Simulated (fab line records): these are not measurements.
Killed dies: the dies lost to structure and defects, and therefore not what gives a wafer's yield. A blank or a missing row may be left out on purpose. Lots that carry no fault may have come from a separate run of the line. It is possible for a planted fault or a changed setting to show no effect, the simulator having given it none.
Split-lot experiment ; flow n5 finfet ; route with 1938 steps; 7 lots, 21 wafers read

THE SPLIT ITSELF
At N5_BEOL_M3_ETCH_41 (etches SiCN in CH3F/O2, target depth 29.9 nm, time 52.5 s), the setting target depth a was moved away from the recipe's 299 angstrom on 7 of the 21 wafers read, by -10.5% to +10.0%. This setting was run at the recipe's value on the other wafers.

The reading is taken at the split's own step.

THE READING
etch.depth nm (the simulator's own value, which no gauge read), in nm, at N5_BEOL_M3_ETCH_41 (etches SiCN in CH3F/O2, target depth 29.9 nm, time 52.5 s). There is no usual value for it anywhere in the file. Across the 14 wafers here that went through the recipe, the average is 19.64 nm and the standard deviation 0.45 nm.

wafer;tool, chamber at the split;target depth a as run, angstrom;against the recipe;etch.depth nm, nm;against lot-mates on the recipe
L074.2;rie diel-04, 2;299;recipe;19.32;-
L074.4;rie diel-04, 1;299;recipe;19.99;-
L074.5;rie diel-04, 2;315.1;+5.4%;20.23;+0.57
L075.3;rie diel-04, 1;299;recipe;19.9;-
L075.4;rie diel-04, 3;325.5;+8.9%;21.79;+2.20
L075.5;rie diel-04, 2;299;recipe;19.27;-
L080.2;rie diel-01, 3;323.5;+8.2%;22.28;+2.99
L080.3;rie diel-01, 1;299;recipe;19.29;-
L080.4;rie diel-01, 2;323.5;+8.2%;21.28;+1.99
L084.1;rie diel-03, 1;299;recipe;20.03;-
L084.3;rie diel-03, 0;299;recipe;19.88;-
L084.5;rie diel-03, 3;299;recipe;19.7;-
L086.2;rie diel-03, 1;299;recipe;20.15;-
L086.4;rie diel-03, 2;267.6;-10.5%;17.93;-2.22
L086.6;rie diel-03, 3;267.6;-10.5%;17.66;-2.49
L091.1;rie diel-04, 2;299;recipe;19;-
L091.4;rie diel-04, 1;329;+10.0%;21.64;+2.70
L091.6;rie diel-04, 2;299;recipe;18.87;-
L097.3;rie diel-01, 2;299;recipe;19.56;-
L097.4;rie diel-01, 1;299;recipe;19.54;-
L097.6;rie diel-01, 0;299;recipe;20.51;-

FIT RESULTS
A straight line over all 21 wafers: etch.depth nm changes by +0.204 nm for each +1% of target depth a; r = +0.92; the points scatter about the line by 0.47 nm.
The same after taking each lot's own level away (the mean of its wafers on the recipe; 21 wafers): +0.247 nm for each +1%; r = +0.96; scatter 0.38 nm.
That fit puts the effect of the largest move of target depth a on the reading at 2.6 nm.
From 18.935 to 20.150 nm: that is the span of the lots' own levels, equal to 2.7 times the standard deviation above.
Thus the slope moves with the lot-to-lot level: the two fits are different.
Check: for one of the wafers moved furthest among these (-10.5%), held out of the fit, the line's prediction against its lot-mates is -2.69 nm. Against them it came out at -2.22 nm.

OTHER SPLITS APPLIED TO THESE WAFERS
Before the reading, these wafers also passed through other splits. Each is held against what the fit with the lots' levels taken away leaves over:
other split on the same wafers;wafers away from the commonest value;r with etch.depth nm (lot level and that fit taken away)
N5_BEOL_M2_TRENCH_ETCH_37 time s;9;-0.04
N5_BEOL_M3_COAT_62 spin rpm;6;+0.13
N5_BEOL_M3_COAT_73 temp c;6;-0.42
N5_BEOL_M3_ETCH_70 time s;10;+0.53

FILE'S OWN FIT
etch.depth nm changes by +0.246 nm for each +1% of target depth a, r = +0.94.
